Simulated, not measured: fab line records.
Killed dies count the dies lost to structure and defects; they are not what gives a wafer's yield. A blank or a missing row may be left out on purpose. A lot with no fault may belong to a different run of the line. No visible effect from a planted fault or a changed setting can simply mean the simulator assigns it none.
Matching of chambers -- flow n5-finfet -- N5_BEOL_M0_DEP_125 on pecvd-01: 3 sister chambers
The step deposits SiCN from 3MS/NH3, target thk 8 nm, time 14 s. 24 wafers are shown with their chamber, then 12 later ones without.

== WAFERS PAIRED WITH THEIR CHAMBERS ==
wafer,chamber,throttle-valve-pct (%),showerhead-plenum-p-Torr (Torr)
L074.3,1,9.4,3.664
L074.4,1,9.6,3.667
L074.6,2,8.5,3.667
L078.3,2,8.4,3.659
L078.5,0,8.7,3.678
L078.6,1,9.6,3.663
L081.1,2,8.4,3.669
L081.3,0,9.0,3.667
L081.6,0,8.6,3.682
L086.1,1,9.8,3.664
L086.2,0,9.3,3.672
L086.3,2,8.3,3.665
L090.2,0,9.0,3.669
L090.4,2,8.3,3.665
L090.6,0,8.9,3.670
L093.2,0,8.8,3.683
L093.4,0,8.9,3.680
L093.5,1,9.5,3.663
L091.2,0,8.8,3.680
L091.4,1,9.6,3.667
L091.5,0,9.0,3.677
L094.3,1,9.4,3.657
L094.4,0,9.0,3.678
L094.5,1,9.3,3.655

SIGNATURES (means of the wafers above)
reading,chamber 0,chamber 1,chamber 2,scatter within a chamber
throttle-valve-pct,8.909,9.525,8.380,0.162
showerhead-plenum-p-Torr,3.67600,3.66250,3.66500,0.00486
Rule: a wafer's distance from a chamber is the root of the sum, over the readings, of the square of ((its reading less the chamber's mean) divided by the reading's scatter). If the next closest chamber is less than 2 further off than the closest, the wafer can't be placed; otherwise it belongs to the closest. How the scatter is found: for the shown wafers, subtract from each reading the mean of its chamber, square and add these, divide the total by (wafers less chambers), then take the root.

== WAFERS WHOSE CHAMBER IS MISSING ==
wafer,throttle-valve-pct (%),showerhead-plenum-p-Torr (Torr)
L092.1,8.9,3.674
L092.2,8.5,3.674
L092.5,8.4,3.656
L096.1,9.4,3.664
L096.2,9.1,3.671
L096.3,8.2,3.669
L096.4,8.8,3.667
L096.5,8.3,3.669
L096.6,9.3,3.661
L097.2,9.7,3.667
L097.3,8.8,3.677
L097.5,9.5,3.663

== WHICH CHAMBER EACH ONE RAN IN ==
wafer,from the rows above,in truth
L092.1,0,0
L092.2,can't be placed: 2 or 0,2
L092.5,2,2
L096.1,1,1
L096.2,can't be placed: 0 or 1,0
L096.3,2,2
L096.4,can't be placed: 0 or 2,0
L096.5,2,2
L096.6,1,1
L097.2,1,1
L097.3,0,0
L097.5,1,1
Correct placement for 9 of the 12. From these rows, 3 cannot be placed; in 3 the true chamber is one of the candidates. 0 placed wrongly.
